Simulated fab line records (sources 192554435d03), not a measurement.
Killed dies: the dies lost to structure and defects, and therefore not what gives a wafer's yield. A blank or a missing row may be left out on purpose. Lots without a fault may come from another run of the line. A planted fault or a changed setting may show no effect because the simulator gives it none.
fab line records	flow n5_finfet
record: lots: 9	wafers: 27	last_day: 17
route steps=1938 shown BEOL_M4@1024
lots that met no fault: from a run of the same line without faults
start_h: hours from the record's opening day to when the first of the lot's shown wafers began	wait_h: how many hours have passed since the lot's step before this one	" repeats the value in the row above	L1.1+2: a single row standing in for several wafers	- either no value or no given start	* or withheld: withheld	< > ~ a bound
route shown NAME@n: a module of which the file shows steps, and the number in the route of the first	usual: mean/standard deviation taken from wafers without a fault	same: alike in all rows	chamber/n: place in a boat	sites: readings site by site	_std_site: standard deviation of those values	_edge_site: inner sites' mean taken away from outer sites' mean	radius_mm: for every site, how far away it sits from the centre of the wafer	mask NAME#n: copy n	behind: tool/chamber where the wafer was last shaped	hold: reason for holding the lot/hours on hold/outcome of the hold	device: transistor that didn't switch, given as n, p or np	end of line: the tests these same wafers got at the end of their route	a step given without rows: its recipe and nothing more	killed: dies that structure and defects cost at the first sort, which is not the same as the wafer's yield	map: a wafer's dies, marking killed ones x, the rest . and places with no die _
set.NAME: the setting the step ran with; set.NAME@STEP: the setting that earlier step ran with	model.NAME: the simulator's own value behind a step, which no gauge read
the route's steps for a sample of lots (tables are steps, rows are wafers)
services: a tool's chamber out of use, with start hour (start_h, from the record's first day; less than 0 if before it), hours out, and reason
== steps ==
step: N5_BEOL_M4_HM_DEP_02
recipe: material: TiN	target_thk_a: 200	temp_c: 25	chamber_pressure_pa: 0.49996
usual: throttle_valve_pct: 30.4/0.72
lot.wafer	tool	chamber	start_h	wait_h	throttle_valve_pct
L467.3	pvd_sputter-03	-	171.80	0.4	31.1
L467.4	"	-	"	"	31.9
L467.5	"	-	"	"	31.1
L468.2	pvd_sputter-03	-	171.99	0.0	30.6
L468.4	"	-	"	"	31.2
L468.5	"	-	"	"	31.8
L473.1	pvd_sputter-01	-	202.17	0.8	30.4
L473.3	"	-	"	"	29.9
L473.6	"	-	"	"	30.8
L474.1	pvd_sputter-03	-	219.09	2.5	30.8
L474.4	"	-	"	"	31.5
L474.6	"	-	"	"	31.1
L475.1	pvd_sputter-03	-	219.99	0.7	31.4
L475.3	"	-	"	"	30.6
L475.4	"	-	"	"	31.2
L476.2	pvd_sputter-02	-	230.49	1.8	29.2
L476.5	"	-	"	"	30.9
L476.6	"	-	"	"	29.5
L484.2	pvd_sputter-01	-	261.97	2.5	30.6
L484.3	"	-	"	"	29.9
L484.6	"	-	"	"	29.7
L488.2	pvd_sputter-01	-	291.10	0.0	29.5
L488.5	"	-	"	"	30.7
L488.6	"	-	"	"	29.5
L489.4	pvd_sputter-01	-	298.93	0.3	29.8
L489.5	"	-	"	"	29.5
L489.6	"	-	"	"	30.0
step: N5_BEOL_M4_ETCHBACK_99
recipe: chemistry: CHF3	target: SiO2	target_depth_a: 50	time_s: 10.4	source_w: 215	bias_w: 47	Ar_flow_sccm: 200	CHF3_flow_sccm: 12	ion_energy_ev: 100	pressure_mtorr: 30
usual: bias_w: 46.98/0.14	drypump_motor_current_A: 5.8/0.49	oes_product_au: 0.78/0.085	rf_vpp_V: 239.8/2.3	showerhead_plenum_p_Torr: 2.17/0.08	throttle_valve_pct: 16.96/0.26
lot.wafer	tool	chamber	start_h	wait_h	bias_w	drypump_motor_current_A	oes_product_au	rf_hours_counter_h	rf_vpp_V	showerhead_plenum_p_Torr	throttle_valve_pct
L467.3	rie_diel-01	1	179.14	5.5	46.83	6.1	0.71	197	238.4	2.06	17.01
L467.4	"	2	"	"	47.17	5.4	0.82	-	242.5	2.28	16.82
L467.5	"	3	"	"	46.87	5.1	0.81	-	241.2	2.27	16.73
L468.2	rie_diel-03	1	182.38	8.1	46.91	5.7	0.79	102	240.6	2.27	16.76
L468.4	"	3	"	"	47.01	6.3	0.78	128	238.5	2.07	16.96
L468.5	"	0	"	"	47.11	6.3	0.89	-	234.0	2.10	16.90
L473.1	rie_diel-01	0	207.03	2.9	46.96	5.5	0.96	7	241.5	2.20	16.45
L473.3	"	1	"	"	46.95	6.1	0.70	206	239.4	2.05	17.02
L473.6	"	2	"	"	47.09	5.4	0.82	-	244.5	2.27	16.82
L474.1	rie_diel-01	2	222.59	1.6	47.02	5.4	0.81	89	242.4	2.27	16.83
L474.4	"	0	"	"	47.11	5.5	0.93	11	245.4	2.20	16.45
L474.6	"	2	"	"	47.05	5.4	0.81	-	242.7	2.27	16.85
L475.1	rie_diel-03	1	227.41	5.5	46.86	5.7	0.79	118	241.9	2.26	16.79
L475.3	"	3	"	"	47.09	6.3	0.77	144	237.7	2.07	16.99
L475.4	"	2	"	"	46.89	6.6	0.69	224	241.8	2.21	17.41
L476.2	rie_diel-01	0	233.31	0.8	46.97	5.5	0.93	14	241.9	2.20	16.48
L476.5	"	0	"	"	47.28	5.5	0.92	-	242.9	2.20	16.48
L476.6	"	1	"	"	46.94	6.1	0.69	-	239.1	2.05	17.03
L484.2	rie_diel-05	2	268.08	3.8	47.04	6.3	0.68	224	236.0	2.13	17.30
L484.3	"	1	"	"	46.91	6.1	0.92	17	237.1	2.10	16.77
L484.6	"	2	"	"	46.76	6.3	0.69	-	237.4	2.13	17.29
L488.2	rie_diel-01	0	298.03	5.0	47.00	5.5	0.89	38	241.5	2.19	16.50
L488.5	"	1	"	"	46.87	6.1	0.69	-	238.9	2.04	17.08
L488.6	"	2	"	"	46.89	5.4	0.78	-	241.1	2.26	16.88
L489.4	rie_diel-05	2	301.92	1.2	47.17	6.3	0.68	238	237.7	2.13	17.31
L489.5	"	0	"	"	47.04	5.2	0.94	-	240.4	2.20	16.76
L489.6	"	1	"	"	46.66	6.2	0.89	-	238.4	2.10	16.81
step: N5_BEOL_M4_ETCH_70
recipe: chemistry: N2/H2	target: SOC	target_depth_a: 800	overetch_a: 240	mask_material: SiARC	temp_c: 40	time_s: 130	ion_energy_ev: 200	pressure_mtorr: 30	source_w: 840	bias_w: 150	n2_flow_sccm: 200	h2_flow_sccm: 200
usual: bias_w: 150.0/0.44	drypump_motor_current_A: 5.8/0.49	oes_product_au: 0.58/0.058	rf_vpp_V: 524.5/2.7	showerhead_plenum_p_Torr: 2.57/0.097	temp_c: 40.00/0.098	throttle_valve_pct: 17.69/0.28
lot.wafer	tool	chamber	start_h	wait_h	bias_w	drypump_motor_current_A	oes_product_au	rf_hours_counter_h	rf_vpp_V	showerhead_plenum_p_Torr	temp_c	throttle_valve_pct
L467.3	rie_diel-01	1	179.18	0.0	150.5	6.1	0.53	197	521.9	2.42	40.12	17.67
L467.4	"	2	"	"	150.2	5.4	0.60	-	527.7	2.69	40.01	17.56
L467.5	"	3	"	"	149.3	5.1	0.60	-	528.1	2.70	40.01	17.61
L468.2	rie_diel-03	1	182.41	0.0	149.6	5.6	0.59	102	526.7	2.66	40.01	17.33
L468.4	"	3	"	"	149.8	6.3	0.57	128	521.2	2.44	40.03	17.59
L468.5	"	0	"	"	150.1	6.3	0.66	-	522.1	2.48	40.08	17.56
L473.1	rie_diel-01	0	207.07	0.0	150.0	5.5	0.70	7	525.9	2.60	39.97	17.17
L473.3	"	1	"	"	150.0	6.1	0.53	206	518.8	2.42	39.85	17.65
L473.6	"	2	"	"	149.9	5.4	0.60	-	527.2	2.68	40.06	17.59
L474.1	rie_diel-01	2	222.63	0.0	149.2	5.4	0.59	89	527.0	2.68	40.49	17.59
L474.4	"	0	"	"	150.5	5.5	0.69	11	524.6	2.60	40.66	17.18
L474.6	"	2	"	"	150.5	5.4	0.59	-	527.1	2.68	40.74	17.59
L475.1	rie_diel-03	1	227.44	0.0	150.5	5.7	0.57	118	527.8	2.65	40.05	17.35
L475.3	"	3	"	"	149.8	6.3	0.56	144	522.0	2.43	39.81	17.63
L475.4	"	2	"	"	149.9	6.6	0.52	224	526.5	2.62	39.97	18.24
L476.2	rie_diel-01	0	233.35	0.0	150.4	5.5	0.68	14	525.5	2.60	40.63	17.20
L476.5	"	0	"	"	150.3	5.5	0.68	-	525.9	2.60	40.56	17.20
L476.6	"	1	"	"	150.2	6.1	0.52	-	521.5	2.41	40.61	17.69
L484.2	rie_diel-05	2	268.12	0.0	150.3	6.3	0.51	224	523.1	2.52	40.04	18.04
L484.3	"	1	"	"	149.8	6.2	0.68	17	522.7	2.49	39.74	17.62
L484.6	"	2	"	"	150.6	6.3	0.51	-	522.6	2.52	40.06	18.03
L488.2	rie_diel-01	0	298.06	0.0	149.8	5.5	0.65	38	524.7	2.59	40.04	17.24
L488.5	"	1	"	"	150.1	6.1	0.51	-	521.0	2.40	40.20	17.72
L488.6	"	2	"	"	150.2	5.4	0.57	-	527.5	2.67	40.01	17.65
L489.4	rie_diel-05	2	301.95	0.0	150.0	6.3	0.50	238	522.7	2.51	40.01	18.06
L489.5	"	0	"	"	150.5	5.2	0.68	-	524.9	2.60	39.85	17.52
L489.6	"	1	"	"	150.2	6.1	0.66	-	521.3	2.49	40.08	17.64
step: N5_BEOL_M4_OCD_MEAS_38
usual: trench_depth_nm: 55.1/0.91
lot.wafer	tool	chamber	start_h	wait_h	trench_depth_nm
L467.3	ocd-01	-	179.55	-	53.6
L467.4	"	-	"	"	56.2
L467.5	"	-	"	"	55.5
L468.2	ocd-01	-	182.78	-	54.6
L468.4	"	-	"	"	55.2
L468.5	"	-	"	"	55.2
L473.1	ocd-01	-	207.43	-	56.0
L473.3	"	-	"	"	53.0
L473.6	"	-	"	"	55.6
L474.1	ocd-02	-	222.99	-	57.2
L474.4	"	-	"	"	55.7
L474.6	"	-	"	"	56.6
L475.1	ocd-01	-	227.80	-	55.2
L475.3	"	-	"	"	55.7
L475.4	"	-	"	"	54.4
L476.2	ocd-02	-	233.71	-	55.5
L476.5	"	-	"	"	55.0
L476.6	"	-	"	"	53.6
L484.2	ocd-02	-	268.48	-	54.4
L484.3	"	-	"	"	55.2
L484.6	"	-	"	"	54.6
L488.2	ocd-01	-	298.42	-	56.2
L488.5	"	-	"	"	52.8
L488.6	"	-	"	"	56.1
L489.4	ocd-01	-	302.32	-	54.3
L489.5	"	-	"	"	56.8
L489.6	"	-	"	"	55.8
step: N5_BEOL_M4_RC_MEAS_101
usual: DIBL_N: 36.3/1.4	DIBL_P: 35.7/1.5	IOFF_N: 0.155/0.022	IOFF_P: 0.204/0.027	ION_N: 671/9	ION_P: 459/6.2	SS_N: 71.5/0.54	SS_P: 73.1/0.56	VT_N: 250.2/2.6	VT_P: -251/3.3
lot.wafer	tool	chamber	start_h	wait_h	DIBL_N[mV/V]	DIBL_P[mV/V]	IOFF_N[nA/um]	IOFF_P[nA/um]	ION_N[uA/um]	ION_P[uA/um]	SS_N[mV/dec]	SS_P[mV/dec]	VT_N[mV]	VT_P[mV]
L467.3	prober-02	0	183.83	0.3	37.2	36.6	0.163	0.231	675	466	71.6	73.9	247.0	-247
L467.4	"	0	"	"	35.4	34.2	0.129	0.187	664	461	70.4	73.0	253.1	-248
L467.5	"	0	"	"	34.5	32.8	0.117	0.180	659	458	70.5	72.1	252.6	-250
L468.2	prober-01	0	186.80	0.2	35.3	35.6	0.162	0.216	677	466	71.7	73.3	247.9	-248
L468.4	"	0	"	"	35.4	35.4	0.156	0.221	663	462	71.7	73.4	249.2	-249
L468.5	"	0	"	"	34.2	33.7	0.144	0.187	671	457	70.8	72.3	250.9	-251
L473.1	prober-01	0	212.61	0.0	35.3	35.5	0.133	0.177	677	462	70.9	72.4	253.2	-255
L473.3	"	0	"	"	36.1	35.9	0.149	0.185	661	451	71.3	73.4	251.9	-255
L473.6	"	0	"	"	36.7	35.6	0.151	0.174	668	447	71.6	72.5	252.9	-258
L474.1	prober-02	0	226.85	0.0	36.4	36.7	0.169	0.245	676	467	71.6	73.9	246.8	-246
L474.4	"	0	"	"	34.9	36.1	0.154	0.230	679	466	71.5	73.3	247.3	-245
L474.6	"	0	"	"	34.9	34.9	0.147	0.223	675	468	71.6	72.8	252.1	-246
L475.1	prober-01	0	232.23	0.0	34.8	33.3	0.128	0.189	669	468	72.3	73.1	252.8	-247
L475.3	"	0	"	"	36.0	35.0	0.153	0.218	679	465	71.9	72.9	248.1	-248
L475.4	"	0	"	"	36.4	35.6	0.152	0.225	662	464	71.5	72.9	250.0	-247
L476.2	prober-01	0	238.25	0.2	37.1	37.5	0.163	0.199	676	461	72.0	73.3	248.6	-251
L476.5	"	0	"	"	36.2	36.3	0.154	0.191	679	459	71.6	73.1	250.6	-253
L476.6	"	0	"	"	36.8	37.2	0.159	0.209	664	455	71.5	73.6	250.3	-253
L484.2	prober-01	0	274.48	0.2	34.1	33.5	0.119	0.174	666	457	71.0	72.7	253.2	-252
L484.3	"	0	"	"	35.0	34.6	0.131	0.185	664	457	71.2	72.9	252.5	-251
L484.6	"	0	"	"	35.4	34.6	0.138	0.192	677	462	71.6	73.0	250.7	-251
L488.2	prober-01	0	302.79	0.2	33.6	33.7	0.105	0.161	653	456	71.3	72.2	254.8	-251
L488.5	"	0	"	"	36.1	36.6	0.139	0.207	663	461	71.6	73.2	251.6	-251
L488.6	"	0	"	"	33.8	33.5	0.106	0.159	644	452	70.9	72.9	255.0	-254
L489.4	prober-01	0	307.64	0.5	35.3	34.7	0.137	0.179	669	460	71.7	72.8	250.5	-255
L489.5	"	0	"	"	37.3	35.9	0.166	0.192	671	452	71.9	72.1	249.3	-252
L489.6	"	0	"	"	35.1	34.5	0.135	0.178	668	457	71.5	72.3	253.9	-253
== services ==
tool	chamber	start_h	hours	kind
rie_diel-01	0	162.56	-	clean
rie_diel-01	0	162.56	-	consumable_replace:esc
rie_diel-01	0	162.56	-	consumable_replace:focus_ring
rie_diel-01	0	162.56	21.0	scheduled_down
rie_diel-01	0	162.56	21.0	vent_cycle
rie_diel-05	1	202.25	-	clean
rie_diel-05	1	202.25	-	consumable_replace:focus_ring
rie_diel-05	1	202.25	14.5	scheduled_down
rie_diel-05	1	202.25	14.5	vent_cycle
rie_diel-01	0	225.59	5.0	repair
rie_diel-01	1	246.01	6.7	repair
rie_diel-05	0	261.01	-	clean
rie_diel-05	0	261.01	-	consumable_replace:focus_ring
rie_diel-05	0	261.01	24.8	scheduled_down
rie_diel-05	0	261.01	24.8	vent_cycle
rie_diel-01	1	300.08	2.1	repair
== key ==
first_sign: step: N5_BEOL_M4_ETCH_70	reading: temp_c	direction: up	sigmas: 6.3	usual: *	struck: *
effect none on later readings
met_at N5_BEOL_M4_ETCH_70
struck_lots L474,L476
not_acting_at N5_BEOL_M4_HM_DEP_02,N5_BEOL_M4_ETCHBACK_99,N5_BEOL_M4_OCD_MEAS_38
onset_between 207.07 222.63
fault: kind: process_parameter_drift	tool: rie_diel-01	chamber: -	onset_h: 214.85	steps: N5_BEOL_M4_ETCH_70	channel: temp_c	offset: *	shape: step	end_h: 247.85	acts_in: *	stated: *
